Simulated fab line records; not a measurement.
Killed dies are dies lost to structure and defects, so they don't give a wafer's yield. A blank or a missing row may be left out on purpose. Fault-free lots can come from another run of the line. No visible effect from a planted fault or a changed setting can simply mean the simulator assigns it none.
fab line records	flow n5_finfet	part 1 of 2: steps 1 to 24 of 33
record lots=5	wafers=15	last_day=17
route steps=1938 shown BEOL_M13@1676
lots with no fault: from the same line, run without faults
start_h: start of the lot's first displayed wafer, in hours after the record's first day	wait_h: how many hours have passed since the lot's step before this one	" repeats the value in the row above	L1.1+2: one row covering several wafers at once	- no value, or no start given	* or withheld: withheld	< > ~ a bound
route shown NAME@n: names a module that has steps shown in the file, with the first one's number in the route	usual: average and standard deviation across the fault-free wafers	same: alike in all rows	chamber/n: place in a boat	sites: the reading at each site	_std_site: their standard deviation	_edge_site: mean of outer sites minus mean of inner sites	radius_mm: for every site, how far away it sits from the centre of the wafer	mask NAME#n: copy n	behind: tool/chamber where the wafer was last shaped	hold: cause of the lot's hold/its duration in hours/its outcome	device: the transistor (n, p or np) that didn't switch	end of line: tests of these same wafers at the route's end	step lacking rows: just its recipe	killed: count of dies lost to structure and defects at first sort (not the wafer's yield)	map: dies across one wafer; x = killed, . = not, _ = none there
set.NAME: the setting that was run; set.NAME@STEP: the one run at that earlier step	model.NAME: the simulator's own value behind a step, which no gauge read
lots seen at some steps along the route; tables by step, rows by wafer
services: the hour from which a tool's chamber was out of use, counted from the record's first day as start_h (under 0 if before that day), plus the number of hours and why
## steps
# step N5_BEOL_M13_STRIP_64
# recipe chemistry=N2/H2	power_w=1000	temp_c=250	h2_frac=0.65	overash_fraction=0.3	pressure_mtorr=withheld	n2_flow_sccm=1750	h2_flow_sccm=3250
# usual drypump_motor_current_A=5.75/0.26	heater_power_w=313/25	oes_product_au=0.715/0.0046	strip_time_to_endpoint_s=31.35/0.065
lot.wafer	tool	chamber	start_h	wait_h	drypump_motor_current_A	heater_power_w	oes_product_au	rf_hours_counter_h	strip_time_to_endpoint_s
L074.1	plasma_asher-01	1	252.06	0.0	6.06	289	0.718	105	31.32
L074.4	"	1	"	"	6.05	292	0.720	-	31.32
L074.5	"	1	"	"	6.04	285	0.719	-	31.35
L077.1	plasma_asher-01	1	272.29	0.0	6.04	292	0.714	109	31.29
L077.2	"	0	"	"	5.71	303	0.711	109	31.28
L077.4	"	1	"	"	6.07	292	0.719	-	31.37
L082.1	plasma_asher-01	1	305.53	0.0	6.04	288	0.712	119	31.40
L082.4	"	1	"	"	6.03	292	0.704	-	31.41
L082.6	"	0	"	"	5.72	306	0.716	-	31.41
L089.1	plasma_asher-01	1	332.00	0.0	6.07	294	0.713	127	31.31
L089.2	"	0	"	"	5.74	307	0.711	127	31.42
L089.3	"	1	"	"	6.05	293	0.710	-	31.34
L094.2	plasma_asher-01	1	360.82	0.0	6.05	294	0.724	133	31.32
L094.3	"	1	"	"	6.04	289	0.715	-	31.40
L094.4	"	0	"	"	5.72	308	0.707	-	31.42
# step N5_BEOL_M13_STRIP_71
# recipe chemistry=post_etch_residue_remover	time_s=60	temp_c=25	remover_ph=withheld	remover_water_wt_pct=withheld	remover_fluoride_wt_pct=withheld
lot.wafer	tool	chamber	start_h	wait_h
L074.1+4+5	wet_bench-04	6,5,2	252.15	0.1
L077.1+2+4	wet_bench-05	1,0,2	272.38	0.1
L082.1+4+6	wet_bench-04	0,6,1	305.62	0.1
L089.1+2+3	wet_bench-02	7,4,2	332.09	0.1
L094.2+3+4	wet_bench-04	1,7,5	360.90	0.1
# step N5_BEOL_M13_SRD_72
# recipe time_s=30	temp_c=23	rinse_liquid=diw	dry=n2_spin	spin_rpm=1500	dry_time_s=30
# usual do_supply_ppb=10.00/0.1	spin_rpm=1500.1/0.74
lot.wafer	tool	chamber	start_h	wait_h	do_supply_ppb	spin_rpm
L074.1	wet_bench-04	6	252.17	0.0	10.03	1500.7
L074.4	"	5	"	"	10.02	1500.0
L074.5	"	2	"	"	9.87	1499.5
L077.1	wet_bench-05	1	272.40	0.0	10.07	1499.6
L077.2	"	0	"	"	10.04	1500.4
L077.4	"	2	"	"	10.01	1499.4
L082.1	wet_bench-04	0	305.64	0.0	9.95	1500.9
L082.4	"	6	"	"	10.30	1499.1
L082.6	"	1	"	"	10.09	1499.2
L089.1	wet_bench-02	7	332.11	0.0	9.99	1499.8
L089.2	"	4	"	"	10.01	1499.8
L089.3	"	2	"	"	9.94	1500.1
L094.2	wet_bench-04	1	360.92	0.0	9.87	1499.5
L094.3	"	7	"	"	9.92	1500.1
L094.4	"	5	"	"	10.15	1499.9
# step N5_BEOL_M13_CD_MEAS_17
# recipe target_cd_nm=190	polarity=opening
# usual cd_nm=190.0/1.7
lot.wafer	tool	chamber	start_h	wait_h	cd_nm
L074.1	cd_sem-02	-	252.21	0.0	190.5
L074.4	"	-	"	"	191.8
L074.5	"	-	"	"	190.1
L077.1	cd_sem-03	-	272.44	0.0	190.5
L077.2	"	-	"	"	188.0
L077.4	"	-	"	"	190.4
L082.1	cd_sem-02	-	305.68	0.0	189.4
L082.4	"	-	"	"	187.1
L082.6	"	-	"	"	188.2
L089.1	cd_sem-02	-	332.15	0.0	190.4
L089.2	"	-	"	"	189.8
L089.3	"	-	"	"	189.9
L094.2	cd_sem-01	-	360.96	0.0	189.0
L094.3	"	-	"	"	187.0
L094.4	"	-	"	"	190.6
# step N5_BEOL_M13_COAT_65
# recipe resist=SOC	temp_c=250	time_s=60	spin_rpm=1500	resist_thk_nm=350
lot.wafer	tool	chamber	start_h	wait_h
L074.1+4+5	litho_track-02	0	252.25	0.0
L077.1+2+4	litho_track-01	0	272.47	0.0
L082.1+4+6	litho_track-02	0	305.72	0.0
L089.1+2+3	litho_track-04	0	332.18	0.0
L094.2+3+4	litho_track-04	0	361.00	0.0
# step N5_BEOL_M13_COAT_66
# recipe resist=SiARC	temp_c=220	time_s=60	spin_rpm=1500	resist_thk_nm=110
lot.wafer	tool	chamber	start_h	wait_h
L074.1+4+5	litho_track-02	0	-	-
L077.1+2+4	litho_track-01	0	-	-
L082.1+4+6	litho_track-02	0	-	-
L089.1+2+3	litho_track-04	0	-	-
L094.2+3+4	litho_track-04	0	-	-
# step N5_BEOL_M13_COAT_22
# recipe spin_rpm=2888	resist_thk_nm=300
lot.wafer	tool	chamber	start_h	wait_h
L074.1+4+5	litho_track-02	0	-	-
L077.1+2+4	litho_track-01	0	-	-
L082.1+4+6	litho_track-02	0	-	-
L089.1+2+3	litho_track-04	0	-	-
L094.2+3+4	litho_track-04	0	-	-
# step N5_BEOL_M13_EBR_24
# recipe solvent=PGMEA	ebr_width_mm=1.5
# same ebr_width_mm=1.5
lot.wafer	tool	chamber	start_h	wait_h
L074.1+4+5	litho_track-02	0	-	-
L077.1+2+4	litho_track-01	0	-	-
L082.1+4+6	litho_track-02	0	-	-
L089.1+2+3	litho_track-04	0	-	-
L094.2+3+4	litho_track-04	0	-	-
# step N5_BEOL_M13_SOFTBAKE_23
# recipe temp_c=130	time_s=60
lot.wafer	tool	chamber	start_h	wait_h
L074.1+4+5	litho_track-02	0	-	-
L077.1+2+4	litho_track-01	0	-	-
L082.1+4+6	litho_track-02	0	-	-
L089.1+2+3	litho_track-04	0	-	-
L094.2+3+4	litho_track-04	0	-	-
# step N5_BEOL_M13_EXPOSE_25
# recipe mask_id=M13	na=0.93	source_shape=conventional	sigma_outer=0.4	polarization=unpolarized	target_cd_nm=210	dose_mj=22
lot.wafer	tool	chamber	start_h	wait_h	mask
L074.1+4+5	krf_scanner-02	0	252.37	-	M13#0
L077.1+2+4	krf_scanner-01	0	272.72	-	M13#0
L082.1+4+6	krf_scanner-01	0	305.83	-	M13#0
L089.1+2+3	krf_scanner-01	0	332.42	-	M13#0
L094.2+3+4	krf_scanner-02	0	361.25	-	M13#0
# step N5_BEOL_M13_PEB_26
# recipe peb_temp_c=130	peb_time_s=90
lot.wafer	tool	chamber	start_h	wait_h
L074.1+4+5	litho_track-02	0	252.42	0.1
L077.1+2+4	litho_track-02	0	272.77	0.1
L082.1+4+6	litho_track-04	0	305.89	0.1
L089.1+2+3	litho_track-04	0	332.48	0.1
L094.2+3+4	litho_track-01	0	361.30	0.0
# step N5_BEOL_M13_DEVELOP_27
# recipe develop_time_s=45	rinse_liquid=diw	dry=air_spin	dev_temp_c=21
lot.wafer	tool	chamber	start_h	wait_h
L074.1+4+5	litho_track-02	0	-	-
L077.1+2+4	litho_track-02	0	-	-
L082.1+4+6	litho_track-04	0	-	-
L089.1+2+3	litho_track-04	0	-	-
L094.2+3+4	litho_track-01	0	-	-
# step N5_BEOL_M13_HARDBAKE_32
# recipe temp_c=130	time_s=120
lot.wafer	tool	chamber	start_h	wait_h
L074.1+4+5	litho_track-02	0	-	-
L077.1+2+4	litho_track-02	0	-	-
L082.1+4+6	litho_track-04	0	-	-
L089.1+2+3	litho_track-04	0	-	-
L094.2+3+4	litho_track-01	0	-	-
# step N5_BEOL_M13_CD_MEAS_28
# recipe target_cd_nm=209.5	landing_energy_ev=500	detector=se_inlens
# usual cd_nm=209.6/1.1
lot.wafer	tool	chamber	start_h	wait_h	cd_nm
L074.1	cd_sem-02	0	252.54	-	211.3
L074.4	"	0	"	"	209.5
L074.5	"	0	"	"	209.0
L077.1	cd_sem-02	0	272.89	-	209.0
L077.2	"	0	"	"	211.1
L077.4	"	0	"	"	208.3
L082.1	cd_sem-01	0	306.01	-	208.3
L082.4	"	0	"	"	208.9
L082.6	"	0	"	"	210.3
L089.1	cd_sem-02	0	332.60	-	208.5
L089.2	"	0	"	"	208.2
L089.3	"	0	"	"	207.8
L094.2	cd_sem-02	0	361.42	-	211.3
L094.3	"	0	"	"	211.5
L094.4	"	0	"	"	209.4
# step N5_BEOL_M13_OVL_MEAS_29
# recipe points_per_wafer=44
# usual M13_OVL=5/4.9
lot.wafer	tool	chamber	start_h	wait_h	M13_OVL[nm]
L074.1	overlay-02	0	252.57	0.0	1
L074.4	"	0	"	"	5
L074.5	"	0	"	"	1
L077.1	overlay-02	0	272.92	0.0	14
L077.2	"	0	"	"	15
L077.4	"	0	"	"	11
L082.1	overlay-01	0	306.04	0.0	-6
L082.4	"	0	"	"	-2
L082.6	"	0	"	"	8
L089.1	overlay-02	0	332.63	0.0	-1
L089.2	"	0	"	"	5
L089.3	"	0	"	"	3
L094.2	overlay-01	0	361.44	0.0	8
L094.3	"	0	"	"	6
L094.4	"	0	"	"	11
# step N5_BEOL_M13_INSPECT_30
# recipe mode=adi	inspect_instrument=macro
# usual raw_defect_count=1.9/1.3
lot.wafer	tool	chamber	start_h	wait_h	raw_defect_count
L074.1	defect_inspect-01	-	252.59	0.0	0
L074.4	"	-	"	"	3
L074.5	"	-	"	"	3
L077.1	defect_inspect-01	-	272.94	0.0	4
L077.2	"	-	"	"	2
L077.4	"	-	"	"	5
L082.1	defect_inspect-02	-	306.06	0.0	1
L082.4	"	-	"	"	0
L082.6	"	-	"	"	3
L089.1	defect_inspect-01	-	332.65	0.0	2
L089.2	"	-	"	"	1
L089.3	"	-	"	"	6
L094.2	defect_inspect-01	-	361.47	0.0	2
L094.3	"	-	"	"	0
L094.4	"	-	"	"	2
# step N5_BEOL_M13_DESCUM_33
# recipe chemistry=O2	time_s=7.9	source_power_w=50	bias_power_w=20	pressure_mtorr=20	rf_frequency_hz=2.712e+07	temp_c=40	o2_flow_sccm=225
# usual drypump_motor_current_A=5.8/0.46	oes_product_au=0.80/0.1	rf_vpp_V=243.2/1.5	showerhead_plenum_p_Torr=2.10/0.076	throttle_valve_pct=20.47/0.26
lot.wafer	tool	chamber	start_h	wait_h	drypump_motor_current_A	oes_product_au	rf_hours_counter_h	rf_vpp_V	showerhead_plenum_p_Torr	throttle_valve_pct
L074.1	rie_diel-01	1	252.63	0.0	6.4	0.74	183	242.5	2.09	20.70
L074.4	"	3	"	"	5.9	0.68	-	242.3	2.06	20.44
L074.5	"	0	"	"	6.2	0.70	-	242.1	1.98	20.81
L077.1	rie_diel-01	0	272.98	0.0	6.2	0.69	222	240.0	1.98	20.82
L077.2	"	1	"	"	6.4	0.73	191	243.0	2.09	20.70
L077.4	"	1	"	"	6.4	0.72	-	244.2	2.09	20.71
L082.1	rie_diel-01	1	306.24	0.2	6.4	0.72	203	245.0	2.09	20.71
L082.4	"	3	"	"	5.9	0.97	7	242.4	2.06	20.04
L082.6	"	1	"	"	6.4	0.72	-	243.6	2.09	20.72
L089.1	rie_diel-01	3	332.69	0.0	5.9	0.96	15	243.0	2.06	20.03
L089.2	"	1	"	"	6.4	0.72	211	241.7	2.08	20.75
L089.3	"	0	"	"	6.2	0.67	243	241.4	1.97	20.85
L094.2	rie_diel-06	0	361.50	0.0	5.6	0.70	248	243.8	2.15	20.71
L094.3	"	3	"	"	6.2	0.87	34	242.8	2.06	20.41
L094.4	"	1	"	"	5.6	0.73	183	239.2	1.89	20.20
# step N5_BEOL_M13_ETCH_67
# recipe chemistry=CF4	target=SiARC	target_depth_a=1430	time_s=238.3	ion_energy_ev=80	pressure_mtorr=40	source_w=545	bias_w=36	Ar_flow_sccm=100	cf4_flow_sccm=100	ends=cleared
# usual bias_w=36.01/0.11	drypump_motor_current_A=5.8/0.46	etch_rf_on_time_s=239/6.2	oes_product_au=0.68/0.09	rf_vpp_V=184.0/1.3	showerhead_plenum_p_Torr=2.14/0.073	throttle_valve_pct=15.65/0.26
lot.wafer	tool	chamber	start_h	wait_h	bias_w	drypump_motor_current_A	etch_rf_on_time_s	oes_product_au	rf_hours_counter_h	rf_vpp_V	showerhead_plenum_p_Torr	throttle_valve_pct
L074.1	rie_diel-01	1	252.66	0.0	35.99	6.4	237	0.63	183	183.1	2.13	15.84
L074.4	"	3	"	"	35.92	5.9	244	0.57	-	183.1	2.12	15.68
L074.5	"	0	"	"	35.97	6.2	245	0.59	-	180.9	2.04	16.02
L077.1	rie_diel-01	0	273.03	0.0	35.97	6.2	244	0.58	222	181.2	2.04	16.03
L077.2	"	1	"	"	35.91	6.4	238	0.63	191	184.5	2.13	15.85
L077.4	"	1	"	"	35.98	6.4	239	0.63	-	184.3	2.13	15.85
L082.1	rie_diel-01	1	306.28	0.0	36.20	6.4	237	0.62	203	184.0	2.12	15.87
L082.4	"	3	"	"	35.99	5.9	234	0.83	7	184.2	2.12	15.19
L082.6	"	1	"	"	36.14	6.4	240	0.62	-	183.1	2.12	15.88
L089.1	rie_diel-01	3	332.72	0.0	35.80	5.9	233	0.80	15	183.3	2.11	15.20
L089.2	"	1	"	"	36.08	6.4	238	0.62	211	184.3	2.12	15.90
L089.3	"	0	"	"	35.99	6.2	245	0.57	243	183.5	2.03	16.08
L094.2	rie_diel-06	0	361.54	0.0	35.98	5.6	245	0.58	248	183.7	2.18	15.92
L094.3	"	3	"	"	36.13	6.1	231	0.76	34	183.1	2.09	15.36
L094.4	"	1	"	"	36.18	5.6	240	0.62	183	180.4	1.97	15.60
# step N5_BEOL_M13_ETCH_68
# recipe chemistry=N2/H2	target=SOC	mask_material=SiARC	source_w=3000	bias_w=350	temp_c=40	time_s=355	ion_energy_ev=200	pressure_mtorr=30	n2_flow_sccm=200	h2_flow_sccm=200
# usual bias_w=349.9/1.1	drypump_motor_current_A=5.8/0.46	oes_product_au=0.80/0.1	rf_vpp_V=523.9/2.7	showerhead_plenum_p_Torr=2.54/0.089	throttle_valve_pct=17.78/0.27
lot.wafer	tool	chamber	start_h	wait_h	bias_w	drypump_motor_current_A	oes_product_au	rf_hours_counter_h	rf_vpp_V	showerhead_plenum_p_Torr	throttle_valve_pct
L074.1	rie_diel-01	1	252.81	0.1	350.9	6.4	0.75	183	524.8	2.54	18.03
L074.4	"	3	"	"	350.4	5.9	0.68	-	521.7	2.51	17.85
L074.5	"	0	"	"	350.2	6.2	0.69	-	519.8	2.40	18.07
L077.1	rie_diel-01	0	273.25	0.1	350.7	6.3	0.68	222	521.5	2.39	18.09
L077.2	"	1	"	"	349.4	6.4	0.74	191	524.9	2.53	18.01
L077.4	"	1	"	"	348.8	6.4	0.73	-	523.8	2.53	18.02
L082.1	rie_diel-01	1	306.43	0.1	350.4	6.4	0.73	203	522.7	2.53	18.03
L082.4	"	3	"	"	349.7	5.9	0.97	7	523.5	2.50	17.38
L082.6	"	1	"	"	349.9	6.4	0.72	-	522.8	2.53	18.05
L089.1	rie_diel-01	3	332.87	0.1	351.8	5.9	0.95	15	522.6	2.50	17.42
L089.2	"	1	"	"	349.7	6.4	0.73	211	523.7	2.52	18.06
L089.3	"	0	"	"	351.1	6.2	0.67	243	519.0	2.38	18.11
L094.2	rie_diel-06	0	361.68	0.1	352.2	5.6	0.70	248	524.6	2.60	18.06
L094.3	"	3	"	"	351.2	6.2	0.87	34	522.3	2.47	17.52
L094.4	"	1	"	"	348.9	5.5	0.72	183	517.9	2.35	17.87
# step N5_BEOL_M13_STRIP_69
# recipe chemistry=N2/H2	temp_c=40	n2_flow_sccm=200	h2_flow_sccm=200	rf_frequency_hz=6e+07
lot.wafer	tool	chamber	start_h	wait_h
L074.1+4+5	rie_diel-01	1,3,0	253.02	0.1
L077.1+2+4	rie_diel-01	0,1,1	273.56	0.2
L082.1+4+6	rie_diel-01	1,3,1	306.64	0.1
L089.1+2+3	rie_diel-01	3,1,0	333.08	0.1
L094.2+3+4	rie_diel-06	0,3,1	361.89	0.1
# step N5_BEOL_M13_TRENCH_ETCH_34
# recipe chemistry=C4F8/O2/Ar	target=SiOC	target_depth_a=4134.7	mask_material=SOC	pressure_mtorr=30	source_w=3000	bias_w=700	Ar_flow_sccm=400	C4F8_flow_sccm=15	O2_flow_sccm=8	he_inner_torr=15	he_outer_torr=30	time_s=162.6	ion_energy_ev=250
# usual bias_w=699.9/2.3	drypump_motor_current_A=5.8/0.46	oes_product_au=0.80/0.1	rf_vpp_V=666/3.3	showerhead_plenum_p_Torr=3.42/0.12	throttle_valve_pct=24.21/0.23
lot.wafer	tool	chamber	start_h	wait_h	bias_w	drypump_motor_current_A	oes_product_au	rf_hours_counter_h	rf_vpp_V	showerhead_plenum_p_Torr	throttle_valve_pct
L074.1	rie_diel-01	1	253.03	0.0	703.0	6.3	0.74	183	664	3.38	24.28
L074.4	"	3	"	"	698.7	6.0	0.67	-	665	3.38	24.21
L074.5	"	0	"	"	698.1	6.2	0.69	-	660	3.25	24.52
L077.1	rie_diel-01	0	273.58	0.0	701.0	6.2	0.69	222	662	3.24	24.54
L077.2	"	1	"	"	698.1	6.4	0.74	191	664	3.38	24.28
L077.4	"	1	"	"	699.3	6.4	0.74	-	664	3.38	24.29
L082.1	rie_diel-01	1	306.65	0.0	698.8	6.4	0.73	203	666	3.37	24.29
L082.4	"	3	"	"	696.2	6.0	0.96	7	664	3.38	23.89
L082.6	"	1	"	"	698.0	6.4	0.73	-	665	3.37	24.30
L089.1	rie_diel-01	3	333.09	0.0	700.0	6.0	0.95	16	664	3.37	23.87
L089.2	"	1	"	"	703.7	6.4	0.72	211	665	3.37	24.30
L089.3	"	0	"	"	697.6	6.3	0.67	244	661	3.23	24.57
L094.2	rie_diel-06	0	361.90	0.0	698.9	5.6	0.69	248	669	3.48	24.41
L094.3	"	3	"	"	700.5	6.2	0.86	34	665	3.34	24.01
L094.4	"	1	"	"	700.4	5.6	0.71	183	657	3.14	24.03
# step N5_BEOL_M13_STRIP_70
# recipe chemistry=C4F8/O2/Ar	resist=SiARC	rf_frequency_hz=6e+07
lot.wafer	tool	chamber	start_h	wait_h
L074.1+4+5	rie_diel-01	1,3,0	253.16	0.1
L077.1+2+4	rie_diel-01	0,1,1	273.78	0.1
L082.1+4+6	rie_diel-01	1,3,1	306.78	0.1
L089.1+2+3	rie_diel-01	3,1,0	333.22	0.1
L094.2+3+4	rie_diel-06	0,3,1	362.04	0.1
# step N5_BEOL_M13_OCD_MEAS_35
# usual trench_depth_nm=412/6.9
lot.wafer	tool	chamber	start_h	wait_h	trench_depth_nm
L074.1	ocd-02	-	253.20	0.0	411
L074.4	"	-	"	"	400
L074.5	"	-	"	"	403
L077.1	ocd-01	-	273.83	0.0	406
L077.2	"	-	"	"	416
L077.4	"	-	"	"	414
L082.1	ocd-01	-	306.82	0.0	414
L082.4	"	-	"	"	422
L082.6	"	-	"	"	413
L089.1	ocd-02	-	333.26	0.0	424
L089.2	"	-	"	"	412
L089.3	"	-	"	"	405
L094.2	ocd-01	-	362.08	0.0	410
L094.3	"	-	"	"	410
L094.4	"	-	"	"	401
# step N5_BEOL_M13_STRIP_37
# recipe chemistry=N2/H2	power_w=1000	temp_c=250	h2_frac=0.65	overash_fraction=0.3	pressure_mtorr=withheld	n2_flow_sccm=1750	h2_flow_sccm=3250
# usual drypump_motor_current_A=5.70/0.28	heater_power_w=319/27	oes_product_au=0.784/0.012
lot.wafer	tool	chamber	start_h	wait_h	drypump_motor_current_A	heater_power_w	oes_product_au	rf_hours_counter_h
L074.1	plasma_asher-02	0	253.24	0.0	5.37	346	0.797	71
L074.4	"	0	"	"	5.36	349	0.774	-
L074.5	"	0	"	"	5.37	345	0.790	-
L077.1	plasma_asher-01	0	273.87	0.0	5.72	305	0.769	109
L077.2	"	1	"	"	6.03	299	0.798	109
L077.4	"	1	"	"	6.01	293	0.791	-
L082.1	plasma_asher-02	0	306.88	0.1	5.35	347	0.774	77
L082.4	"	0	"	"	5.37	345	0.778	-
L082.6	"	1	"	"	5.35	367	0.800	-
L089.1	plasma_asher-01	1	333.30	0.0	6.03	286	0.787	127
L089.2	"	0	"	"	5.72	318	0.796	127
L089.3	"	0	"	"	5.75	308	0.792	-
L094.2	plasma_asher-01	1	362.45	0.4	6.04	295	0.781	134
L094.3	"	1	"	"	6.04	293	0.758	-
L094.4	"	0	"	"	5.71	322	0.775	-
